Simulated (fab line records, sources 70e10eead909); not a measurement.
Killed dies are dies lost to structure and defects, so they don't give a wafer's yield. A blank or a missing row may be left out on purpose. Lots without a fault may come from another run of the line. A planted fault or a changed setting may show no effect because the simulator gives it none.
fab line records | flow nand_harc
record lots=6 wafers=18 last_day=32
route steps=1302 shown P_BONDPAD@378 A_START@389 A_ZERO_WELL@390 A_SOURCE_PLATE@413 END@1302
lots that met no fault: from a run of the same line without faults
start_h: hours from the record's first day to the start of the lot's first wafer shown | wait_h: hours since the lot's step before | " the same as in the row above | L1.1+2: a row that stands for several wafers | - no value, or no start given | * or withheld: withheld | < > ~ a bound
route shown NAME@n: a module of which the file shows steps, and the number in the route of the first | usual: mean/standard deviation of fault-free wafers | same: alike in all rows | chamber/n: place in a boat | sites: the reading at each site | _std_site: their standard deviation | _edge_site: outer sites' mean less inner sites' | radius_mm: how far each site lies from the wafer's centre | mask NAME#n: copy n | behind: the tool/chamber that last shaped the wafer | hold: why the lot was held/for how many hours/how that ended | device: the transistor (n, p or np) that didn't switch | end of line: the same wafers' tests at the end of the route | a step without rows: its recipe alone | killed: dies lost to structure and defects at the first sort, not the wafer's yield | map: a wafer's dies, x killed, . not, _ none there
set.NAME: the setting as run; set.NAME@STEP: as run at that earlier step | model.NAME: the simulator's own value behind a step, which no gauge read
lots at some steps of the route; a table a step, a row a wafer
services: from which hour (start_h, from the record's first day; less than 0 if before it) a tool's chamber was out of use, for how many hours, and why
## steps
# step NHARC_P_BONDPAD_ECD_18
# recipe target_thk_a=4000 bath_temp_c=25 material=Cu
# step NHARC_P_BONDPAD_ANNEAL_28
# recipe temp_c=225 time_s=90
# usual anneal_temp_c_max=225.75/0.18 wafer_temp_C_max=225.79/0.25
# same time_s=90
# columns lot.wafer tool chamber start_h wait_h anneal_temp_c_max wafer_temp_C_max
L292.2 rtp_anneal-02 0 146.85 - 225.99 225.82
L292.3 " 0 " " 225.71 225.83
L292.6 " 0 " " 225.83 225.79
L295.1 rtp_anneal-01 0 171.49 0.4 225.76 225.97
L295.2 " 0 " " 225.92 225.73
L295.3 " 0 " " 225.66 226.25
L297.1 rtp_anneal-02 0 189.18 0.3 225.94 226.34
L297.2 " 0 " " 225.97 226.27
L297.6 " 0 " " 226.13 226.36
L308.2 rtp_anneal-01 0 303.11 0.3 226.09 225.85
L308.4 " 0 " " 226.00 225.73
L308.6 " 0 " " 225.95 225.62
L309.3 rtp_anneal-02 0 318.12 - 225.86 226.07
L309.4 " 0 " " 225.80 226.34
L309.6 " 0 " " 225.39 225.74
L313.2 rtp_anneal-01 0 352.20 0.3 225.76 225.54
L313.3 " 0 " " 225.62 225.94
L313.6 " 0 " " 225.76 225.56
# step NHARC_P_BONDPAD_CMP_19
# recipe t_overpolish_s=30 cu_recess_touch_s=16 target_thk_nm=160.81
# usual motor_current_A=12.0/0.96 overpolish_run_s=30.000/0.01 slurry_flow_ml_min=150.0/0.46
# same cu_recess_touch_s=16 t_overpolish_s=30
# columns lot.wafer tool chamber start_h wait_h motor_current_A overpolish_run_s slurry_flow_ml_min
L292.2 cmp-04 1 147.14 - 10.1 29.987 149.5
L292.3 " 0 " " 10.2 29.990 150.3
L292.6 " 2 " " 14.3 29.993 149.6
L295.2 cmp-02 1 171.86 - 10.7 29.988 150.3
L295.1 " 2 " " 12.9 29.990 150.4
L295.3 " 3 " " 13.1 29.992 150.3
L297.1 cmp-04 1 189.56 - 10.3 30.007 149.7
L297.2 " 3 " " 11.6 29.988 150.3
L297.6 " 1 " " 10.2 30.007 150.0
L308.4 cmp-02 3 303.40 - 13.8 29.999 149.6
L308.2 " 0 " " 12.6 30.009 150.3
L308.6 " 3 " " 13.2 29.979 149.6
L309.3 cmp-02 3 318.42 - 13.6 29.982 150.1
L309.4 " 0 " " 12.0 29.991 150.3
L309.6 " 2 " " 13.2 29.997 149.7
L313.3 cmp-02 3 352.50 - 13.9 29.999 150.2
L313.2 " 1 " " 11.3 30.012 150.1
L313.6 " 3 " " 13.2 29.988 150.2
# step NHARC_P_BONDPAD_THK_MEAS_20
# recipe thk_meas_gauge=xrf
# usual thk_nm=160.6/1.6
# columns lot.wafer tool chamber start_h wait_h thk_nm
L292.2 film_metro-02 - 147.46 - 162.3
L292.3 " - " " 161.9
L292.6 " - " " 162.3
L295.1 film_metro-02 - 172.15 - 161.1
L295.2 " - " " 159.0
L295.3 " - " " 159.2
L297.1 film_metro-01 - 189.85 - 163.3
L297.2 " - " " 162.5
L297.6 " - " " 162.7
L308.2 film_metro-02 - 303.72 - 162.0
L308.4 " - " " 161.3
L308.6 " - " " 163.2
L309.3 film_metro-02 - 318.68 - 161.1
L309.4 " - " " 161.8
L309.6 " - " " 161.4
L313.2 film_metro-02 - 352.82 - 164.1
L313.3 " - " " 161.8
L313.6 " - " " 161.7
# step NHARC_P_BONDPAD_SRD_21
# recipe time_s=30 temp_c=23 dry_time_s=20 spin_rpm=1500
# step NHARC_P_BONDPAD_INSPECT_23
# usual raw_defect_count=315/130
# columns lot.wafer tool chamber start_h wait_h raw_defect_count
L292.2 defect_inspect-02 - 147.67 0.0 352
L292.3 " - " " 704
L292.6 " - " " 583
L295.1 defect_inspect-02 - 172.39 0.0 496
L295.2 " - " " 218
L295.3 " - " " 385
L297.1 defect_inspect-01 - 190.08 0.0 176
L297.2 " - " " 212
L297.6 " - " " 235
L308.2 defect_inspect-01 - 303.95 0.0 177
L308.4 " - " " 215
L308.6 " - " " 212
L309.3 defect_inspect-01 - 318.89 0.0 420
L309.4 " - " " 281
L309.6 " - " " 259
L313.2 defect_inspect-01 - 353.03 0.0 349
L313.3 " - " " 464
L313.6 " - " " 189
# step NHARC_P_BONDPAD_ACTIVATE_29
# recipe time_s=60 n2_flow_sccm=200 ar_flow_sccm=0 bias_power_w=0 chemistry=N2
# step NHARC_P_BONDPAD_PRECLEAN_30
# recipe time_s=300 temp_c=23 chemistry=DIW
# step NHARC_P_BONDPAD_SRD_31
# recipe time_s=30 temp_c=23 dry_time_s=20 spin_rpm=1500
# step NHARC_A_START_INSPECT_01
# usual raw_defect_count=3.5/1.9
# columns lot.wafer tool chamber start_h wait_h raw_defect_count
L292.2 defect_inspect-01 - 148.13 - 1
L292.3 " - " " 2
L292.6 " - " " 0
L295.1 defect_inspect-01 - 172.85 - 3
L295.2 " - " " 2
L295.3 " - " " 5
L297.1 defect_inspect-01 - 190.54 - 3
L297.2 " - " " 4
L297.6 " - " " 5
L308.2 defect_inspect-01 - 304.42 - 3
L308.4 " - " " 2
L308.6 " - " " 2
L309.3 defect_inspect-01 - 319.35 - 4
L309.4 " - " " 0
L309.6 " - " " 1
L313.2 defect_inspect-01 - 353.49 - 3
L313.3 " - " " 4
L313.6 " - " " 3
# step NHARC_A_ZERO_WELL_PRECLEAN_00
# recipe time_s=600 temp_c=120 chemistry=SPM
# same time_s=600
# columns lot.wafer tool chamber start_h wait_h
L292.2+6+3 wet_bench-04 0,2,4 148.23 0.1
L295.2+1+3 wet_bench-09 1,2,6 172.94 0.1
L297.6+2+1 wet_bench-05 0,4,5 190.63 0.1
L308.4+2+6 wet_bench-04 1,4,6 304.51 0.1
L309.6+3+4 wet_bench-04 7,0,1 319.45 0.1
L313.2+6+3 wet_bench-09 6,7,0 353.58 0.1
# step NHARC_A_ZERO_WELL_SRD_01
# step NHARC_A_ZERO_WELL_DEHYDRATE_02
# recipe temp_c=150 time_s=120
# step NHARC_A_ZERO_WELL_HMDS_03
# recipe time_s=30
# step NHARC_A_ZERO_WELL_COAT_18
# recipe temp_c=200 time_s=65
# step NHARC_A_ZERO_WELL_COAT_04
# recipe spin_rpm=2000 resist_thk_nm=600
# step NHARC_A_ZERO_WELL_SOFTBAKE_05
# recipe temp_c=125 time_s=70
# step NHARC_A_ZERO_WELL_EBR_06
# step NHARC_A_ZERO_WELL_EXPOSE_07
# recipe na=0.55 dose_mj=33.85 mask_id=A_ZERO
# step NHARC_A_ZERO_WELL_PEB_08
# recipe peb_temp_c=128 peb_time_s=80
# step NHARC_A_ZERO_WELL_DEVELOP_09
# recipe time_s=50 dev_temp_c=22
# step NHARC_A_ZERO_WELL_CD_MEAS_10
# recipe target_cd_nm=2000 landing_energy_ev=500
# usual cd_nm=1999.2/2
# columns lot.wafer tool chamber start_h wait_h cd_nm
L292.2 cd_sem-03 0 148.85 - 1999.4
L292.3 " 0 " " 2000.3
L292.6 " 0 " " 2000.4
L295.1 cd_sem-03 0 173.71 - 1998.7
L295.2 " 0 " " 1998.2
L295.3 " 0 " " 1999.0
L297.1 cd_sem-02 0 191.26 - 2000.4
L297.2 " 0 " " 1999.4
L297.6 " 0 " " 2000.0
L308.2 cd_sem-02 0 305.27 - 1996.9
L308.4 " 0 " " 1997.3
L308.6 " 0 " " 1995.5
L309.3 cd_sem-02 0 320.20 - 1993.9
L309.4 " 0 " " 1994.6
L309.6 " 0 " " 1995.3
L313.2 cd_sem-02 0 354.33 - 2000.3
L313.3 " 0 " " 1999.8
L313.6 " 0 " " 1997.6
# step NHARC_A_ZERO_WELL_HARDBAKE_11
# recipe temp_c=118 time_s=65
# step NHARC_A_ZERO_WELL_DESCUM_12
# recipe time_s=3 o2_flow_sccm=200 ar_flow_sccm=0 bias_power_w=0 chemistry=O2
# usual drypump_motor_current_A=5.7/0.35 oes_product_au=1.000/0.0086 rf_vpp_V=57.7/0.93 showerhead_plenum_p_Torr=1.89/0.083 throttle_valve_pct=11.311/0.0095
# same bias_power_w=0 time_s=3
# columns lot.wafer tool chamber start_h wait_h drypump_motor_current_A oes_product_au rf_hours_counter_h rf_vpp_V showerhead_plenum_p_Torr throttle_valve_pct
L292.2 rie_diel-01 0 149.00 - 6.0 0.998 37 57.8 1.83 11.312
L292.3 " 1 " " 5.2 0.993 36 55.4 1.90 11.315
L292.6 " 0 " " 6.0 0.994 - 58.7 1.83 11.306
L295.1 rie_diel-04 2 173.88 - 5.2 0.993 5 58.5 1.96 11.313
L295.3 " 3 " " 6.1 1.012 5 56.8 1.80 11.299
L295.2 " 0 " " 5.7 0.988 5 56.2 1.94 11.310
L297.2 rie_diel-04 0 191.43 - 5.7 0.989 0 58.9 1.94 11.309
L297.1 " 1 " " 5.7 0.989 0 57.1 1.82 11.302
L297.6 " 3 " " 6.1 1.015 - 57.1 1.80 11.322
L308.2 rie_diel-04 2 305.42 - 5.2 1.003 4 58.3 1.96 11.316
L308.4 " 0 " " 5.7 0.997 3 57.8 1.94 11.315
L308.6 " 2 " " 5.2 0.999 - 57.1 1.96 11.312
L309.3 rie_diel-11 3 320.36 - 5.0 1.001 9 58.2 2.01 11.317
L309.4 " 0 " " 5.4 1.014 8 56.6 2.04 11.310
L309.6 " 2 " " 5.8 0.986 - 56.5 1.81 11.333
L313.2 rie_diel-04 3 354.49 - 6.1 1.006 4 56.4 1.80 11.297
L313.3 " 0 " " 5.7 0.992 4 58.0 1.94 11.307
L313.6 " 3 " " 6.1 0.994 - 56.2 1.80 11.324
# step NHARC_A_ZERO_WELL_ETCH_19
# recipe target_depth_a=800 overetch_a=240 time_s=87.88 ion_energy_ev=200 n2_flow_sccm=150 h2_flow_sccm=150 ar_flow_sccm=0 rf_w=400 bias_w=150 chemistry=N2/H2
# usual bias_w=150.0/0.51 drypump_motor_current_A=5.7/0.35 oes_product_au=1.001/0.0091 rf_vpp_V=429.8/2.6 showerhead_plenum_p_Torr=2.01/0.091 throttle_valve_pct=14.171/0.009
# same time_s=87.88
# columns lot.wafer tool chamber start_h wait_h bias_w drypump_motor_current_A oes_product_au rf_hours_counter_h rf_vpp_V showerhead_plenum_p_Torr throttle_valve_pct
L292.3 rie_diel-01 0 149.10 0.1 149.8 6.0 1.003 37 428.4 1.95 14.156
L292.2 " 2 " " 150.5 6.3 0.992 40 428.7 1.95 14.165
L292.6 " 3 " " 150.1 5.8 1.011 - 431.0 2.09 14.165
L295.1 rie_diel-04 0 173.96 0.1 150.1 5.7 0.987 5 430.9 2.07 14.177
L295.3 " 1 " " 149.7 5.7 1.013 5 427.1 1.93 14.177
L295.2 " 2 " " 150.1 5.2 1.004 5 431.3 2.09 14.167
L297.2 rie_diel-04 0 191.50 0.1 150.7 5.7 0.993 0 431.5 2.07 14.173
L297.1 " 1 " " 149.6 5.7 0.992 0 426.9 1.93 14.179
L297.6 " 1 " " 150.3 5.7 0.999 - 427.7 1.93 14.183
L308.2 rie_diel-04 1 305.50 0.1 149.2 5.7 0.998 4 426.4 1.93 14.160
L308.4 " 0 " " 149.7 5.7 1.007 3 431.6 2.07 14.180
L308.6 " 2 " " 149.3 5.2 1.009 - 431.7 2.09 14.173
L309.3 rie_diel-11 1 320.43 0.1 150.4 6.1 1.000 8 426.6 1.91 14.192
L309.4 " 0 " " 149.4 5.4 1.005 8 435.7 2.18 14.175
L309.6 " 1 " " 150.3 6.1 1.003 - 425.7 1.91 14.172
L313.3 rie_diel-04 3 354.58 0.1 150.1 6.1 0.997 4 428.4 1.91 14.173
L313.2 " 1 " " 150.5 5.7 0.991 5 427.3 1.93 14.167
L313.6 " 3 " " 150.3 6.1 1.002 - 428.1 1.91 14.164
# step NHARC_A_ZERO_WELL_ETCH_13
# recipe target_depth_a=1200 time_s=40.1 hbr_flow_sccm=150 cl2_flow_sccm=50 rf_w=400 icp_w=400 bias_w=100 chemistry=HBr/Cl2
# usual bias_w=100.0/0.31 drypump_motor_current_A=5.8/0.38 oes_product_au=0.998/0.01 throttle_valve_pct=26.406/0.0097
# same time_s=40.1
# columns lot.wafer tool chamber start_h wait_h bias_w drypump_motor_current_A oes_product_au rf_hours_counter_h throttle_valve_pct
L292.2 rie_si-04 2 149.21 - 100.1 6.0 0.987 1.1 26.402
L292.3 " 1 " " 99.8 5.8 0.992 1.2 26.409
L292.6 " 2 " " 100.6 6.0 0.987 - 26.423
L295.3 rie_si-01 1 174.07 - 99.5 5.1 0.995 0.8 26.416
L295.2 " 3 " " 100.5 5.4 0.999 0.9 26.398
L295.1 " 0 " " 100.5 5.6 0.991 0.8 26.416
L297.2 rie_si-01 3 191.63 - 100.4 5.4 0.998 1.0 26.402
L297.1 " 0 " " 99.9 5.6 0.986 0.9 26.405
L297.6 " 3 " " 100.3 5.4 0.996 - 26.396
L308.4 rie_si-01 2 305.64 - 100.0 5.7 1.023 0.7 26.399
L308.2 " 0 " " 99.9 5.6 0.987 0.7 26.390
L308.6 " 2 " " 100.2 5.7 1.008 - 26.412
L309.3 rie_si-06 0 320.58 - 99.7 5.7 0.980 0.3 26.406
L309.6 " 1 " " 99.7 6.8 0.990 - 26.393
L309.4 " 2 " " 100.5 5.9 0.995 - 26.399
L313.3 rie_si-06 3 354.69 - 100.7 6.1 1.004 0.5 26.421
L313.2 " 0 " " 99.9 5.7 0.990 0.7 26.403
L313.6 " 0 " " 100.1 5.8 0.988 - 26.383
# step NHARC_A_ZERO_WELL_STRIP_14
# recipe time_s=900 temp_c=130 chemistry=SPM
# step NHARC_A_ZERO_WELL_IMPLANT_15
# recipe energy_kev=150 dose_cm2=1e+13 tilt_deg=7
# step NHARC_A_ZERO_WELL_PRECLEAN_22
# recipe time_s=60 temp_c=50 bath_age_min=0 chemistry=SC1
# step NHARC_A_ZERO_WELL_SRD_23
# step NHARC_A_ZERO_WELL_RTA_16
# recipe temp_c=1000 time_s=10
# step NHARC_A_ZERO_WELL_INSPECT_17
# usual raw_defect_count=12/6.3
# columns lot.wafer tool chamber start_h wait_h raw_defect_count
L292.2 defect_inspect-02 - 150.31 0.1 4
L292.3 " - " " 6
L292.6 " - " " 13
L295.1 defect_inspect-02 - 175.17 0.2 22
L295.2 " - " " 10
L295.3 " - " " 16
L297.1 defect_inspect-01 - 192.72 0.2 8
L297.2 " - " " 11
L297.6 " - " " 22
L308.2 defect_inspect-02 - 306.72 0.1 395
L308.4 " - " " 360
L308.6 " - " " 361
L309.3 defect_inspect-02 - 321.68 0.1 381
L309.4 " - " " 359
L309.6 " - " " 378
L313.2 defect_inspect-01 - 355.79 0.1 5
L313.3 " - " " 10
L313.6 " - " " 15
# step NHARC_A_SOURCE_PLATE_PRECLEAN_00
# recipe time_s=60 chemistry=HF-LAST
# step NHARC_A_SOURCE_PLATE_SRD_01
# step NHARC_A_SOURCE_PLATE_OXIDE_02
# recipe target_thk_a=100 temp_c=900 ox_time_s=1362 material=SiO2
# step NHARC_A_SOURCE_PLATE_THK_MEAS_09
# recipe thk_meas_gauge=ellipsometry
# usual thk_nm=9.8/1
# columns lot.wafer tool chamber start_h wait_h thk_nm
L292.2 film_metro-02 - 157.61 0.4 9.4
L292.3 " - " " 8.6
L292.6 " - " " 11.3
L295.1 film_metro-02 - 182.87 0.4 10.3
L295.2 " - " " 9.7
L295.3 " - " " 9.7
L297.1 film_metro-02 - 198.55 0.4 11.4
L297.2 " - " " 10.5
L297.6 " - " " 9.9
L308.2 film_metro-01 - 311.87 0.4 9.6
L308.4 " - " " 8.5
L308.6 " - " " 9.9
L309.3 film_metro-01 - 329.00 0.4 8.5
L309.4 " - " " 9.5
L309.6 " - " " 8.9
L313.2 film_metro-02 - 362.64 0.4 8.1
L313.3 " - " " 8.0
L313.6 " - " " 9.5
# step NHARC_A_SOURCE_PLATE_PVD_04
# recipe target_thk_a=500 material=WSi2
# step NHARC_A_SOURCE_PLATE_CVD_03
# recipe target_thk_a=2000 temp_c=620 pressure_mtorr=200 time_s=4000 material=poly-Si
# step NHARC_A_SOURCE_PLATE_ANNEAL_05
# recipe temp_c=850 time_s=1800
# step NHARC_A_SOURCE_PLATE_INSPECT_08
# usual raw_defect_count=59/23
# columns lot.wafer tool chamber start_h wait_h raw_defect_count
L292.2 defect_inspect-02 - 170.27 0.0 39
L292.3 " - " " 61
L292.6 " - " " 40
L295.1 defect_inspect-01 - 195.87 0.0 43
L295.2 " - " " 51
L295.3 " - " " 45
L297.1 defect_inspect-02 - 211.59 0.0 45
L297.2 " - " " 70
L297.6 " - " " 80
L308.2 defect_inspect-02 - 324.85 0.0 413
L308.4 " - " " 387
L308.6 " - " " 420
L309.3 defect_inspect-02 - 341.60 0.0 400
L309.4 " - " " 399
L309.6 " - " " 412
L313.2 defect_inspect-02 - 376.04 0.0 93
L313.3 " - " " 62
L313.6 " - " " 60
# step NHARC_END_SORT_01
# recipe temp_c=25
# usual killed_at_array=57/18 killed_at_other=0.9/1.3 killed_at_periphery=3.5/2.2 killed_dies=62/18 killed_open=3.0/1.7 killed_short=2.3/1.5
# same gross_dies=677
# columns lot.wafer tool chamber start_h wait_h killed_at_array killed_at_other killed_at_periphery killed_dies killed_open killed_short
L308.2 prober-01 0 707.18 2.7 131 0 2 133 1 3
L308.4 prober-01 0 708.77 3.4 138 0 1 139 3 2
L308.6 prober-01 0 710.35 4.0 137 0 1 138 3 3
L309.3 prober-01 0 734.67 3.1 124 1 5 130 2 2
L309.4 prober-01 0 735.47 3.4 116 1 4 121 1 2
L309.6 prober-01 0 737.06 4.0 120 0 5 125 3 2
# killed by level:class
L308.2 A_ZERO_WELL:unspecified=76 A_CHANNEL_HOLE_D1:chamber_film_flake=25 A_CHANNEL_HOLE_D2:chamber_film_flake=10 A_CONTACT:chamber_film_flake=10 A_SLIT:chamber_film_flake=2 A_DECK1_JOINT:chamber_film_flake=2 A_DECK1_JOINT:geometric_particle:short=1 A_ONON_D2:geometric_particle:open=1
L308.4 A_ZERO_WELL:unspecified=71 A_CHANNEL_HOLE_D1:chamber_film_flake=30 A_CHANNEL_HOLE_D2:chamber_film_flake=20 A_CONTACT:chamber_film_flake=6 A_CHANNEL_FILL_D2:geometric_particle:short=2 A_DECK1_JOINT:chamber_film_flake=2 A_STAIRCASE:chamber_film_flake=2 A_SGD_CUT:geometric_particle:open=1
L308.6 A_ZERO_WELL:unspecified=73 A_CHANNEL_HOLE_D2:chamber_film_flake=28 A_CHANNEL_HOLE_D1:chamber_film_flake=19 A_STAIRCASE:chamber_film_flake=3 A_CONTACT:chamber_film_flake=3 A_BLC:chamber_film_flake=3 A_CONTACT:geometric_particle:open=2 A_SOURCE_PLATE:geometric_particle:open=1
L309.3 A_ZERO_WELL:unspecified=57 A_CHANNEL_HOLE_D2:chamber_film_flake=33 A_CHANNEL_HOLE_D1:chamber_film_flake=14 A_CONTACT:chamber_film_flake=6 A_SLIT:chamber_film_flake=5 P_GATE:chamber_film_flake=3 A_STAIRCASE:chamber_film_flake=3 A_WL_FILL:chamber_film_flake=2
L309.4 A_ZERO_WELL:unspecified=67 A_CHANNEL_HOLE_D2:chamber_film_flake=24 A_CHANNEL_HOLE_D1:chamber_film_flake=6 A_CONTACT:chamber_film_flake=6 A_STAIRCASE:chamber_film_flake=5 A_WL_FILL:chamber_film_flake=3 A_SLIT:chamber_film_flake=3 P_GATE:chamber_film_flake=2
L309.6 A_ZERO_WELL:unspecified=73 A_CHANNEL_HOLE_D2:chamber_film_flake=20 A_CHANNEL_HOLE_D1:chamber_film_flake=7 A_SLIT:chamber_film_flake=5 A_CONTACT:chamber_film_flake=4 A_WL_FILL:chamber_film_flake=3 P_STI:chamber_film_flake=2 P_GATE:chamber_film_flake=2
# map L308.4 (x killed, . not)
____________.____________
_________......._________
_______..........._______
______x............______
_____.x............._____
____....x............____
____..xx.............____
___.xxxx..............___
___..xxxxx......x.....___
__..xxxxxxx............__
__x.xxxxxxxx...........__
_..xxxxxxx.............._
_..xxxxxxxx...x......x.._
_...xxxxxxx.....x.x....._
_.x.xxxxxx...........x.._
_..xxxxx.x.............._
...xxx.xxx...............
.....x.x........x........
...xxxx...............x..
...x.x.............x.....
..x.............xx.......
_.xx..x......x.x........_
_x.xxx.......xx.x......._
_xx.xxx.....x.x.x......._
_.xxxxx......xxx........_
_.xxx.......x.x........._
__..........x.xx.......__
__xxxx......x..........__
___.............xx....___
___.x..........x......___
____........x..x.....____
____............x....____
_____..............._____
______.............______
_______..........._______
_________......._________
____________.____________
# map L309.3 (x killed, . not)
____________.____________
_________......._________
_______..........._______
______.............______
_____..............._____
____............xx...____
____.................____
___...................___
___.x.................___
__x.........x..........__
__x..x......x..........__
_......x........x......x_
_..xx......x..x........._
_......................._
_....................x.._
_x...............xx.x.x._
.........x.........xxxx..
....................xxxxx
..x...............xxxxxxx
x...x............x.xxxxxx
..................xxxxxxx
_...xx......xx.xxx.xxxxx_
_xxx...........x...xxxxx_
_.x.xx.x......x.....xxxx_
_xxxxx.x...x..x..xx.xxxx_
_xx..x.......x..x...x.xx_
__xx.x.......xx.......x__
__x.x.xx......xx...x...__
___x..x..............x___
___x..................___
____.............x...____
____.x........x......____
_____.x............._____
______x........x...______
_______..........._______
_________......._________
____________.____________
## services
# columns tool chamber start_h hours kind
rie_diel-04 - 132.37 0.2 repair
cmp-02 - 134.50 4.0 pm
cmp-02 - 141.60 0.7 repair
rie_diel-01 3 145.31 1.2 repair
cmp-04 - 155.17 0.6 repair
rie_diel-04 - 177.90 9.0 pm
wet_bench-09 - 184.39 8.0 pm
cmp-04 - 185.29 1.1 repair
rie_si-01 - 193.00 9.0 pm
rie_si-01 0 218.95 4.8 repair
wet_bench-04 - 227.20 8.0 pm
cmp-02 - 232.50 4.0 pm
cmp-02 - 240.69 1.0 repair
rie_diel-04 0 247.55 6.7 repair
cmp-02 - 254.56 7.4 repair
rie_diel-04 3 258.78 2.0 repair
rie_diel-04 3 268.35 9.8 repair
wet_bench-04 - 268.89 10.6 repair
cmp-02 - 276.48 1.4 repair
rie_si-01 2 320.28 3.4 repair
rie_si-01 3 323.81 6.0 repair
rie_diel-04 1 328.15 17.7 repair
cmp-02 - 330.50 4.0 pm
cmp-02 - 349.03 0.7 repair
## key
first_sign step=NHARC_A_ZERO_WELL_INSPECT_17 reading=raw_defect_count direction=up sigmas=57 usual=12 struck=372
effect step=NHARC_A_SOURCE_PLATE_INSPECT_08 reading=raw_defect_count direction=up sigmas=15 usual=59 struck=405
effect step=NHARC_END_SORT_01 reading=killed_at_array direction=up sigmas=3.9 usual=57 struck=128
more_kills_born_at NHARC_A_ZERO_WELL_PRECLEAN_00@wet_bench-04=417
met_at NHARC_A_ZERO_WELL_PRECLEAN_00
struck_wafers L308.2,L308.4,L308.6,L309.3,L309.4,L309.6
tester_left_out L308,L309
onset_between 148.23 304.51
fault kind=chamber_particle_source tool=wet_bench-04 chamber=- onset_h=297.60 steps=NHARC_A_ZERO_WELL_PRECLEAN_00 rate_per_visit_cm2=0.56478 end_h=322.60
# tester_left_out: of these lots the tester's yield and bins aren't shown, on N5 and GAA mostly nor the transistor test; their killed dies are dies lost to structure and defects alone, not to doping, threshold or leakage, so they don't give the yield
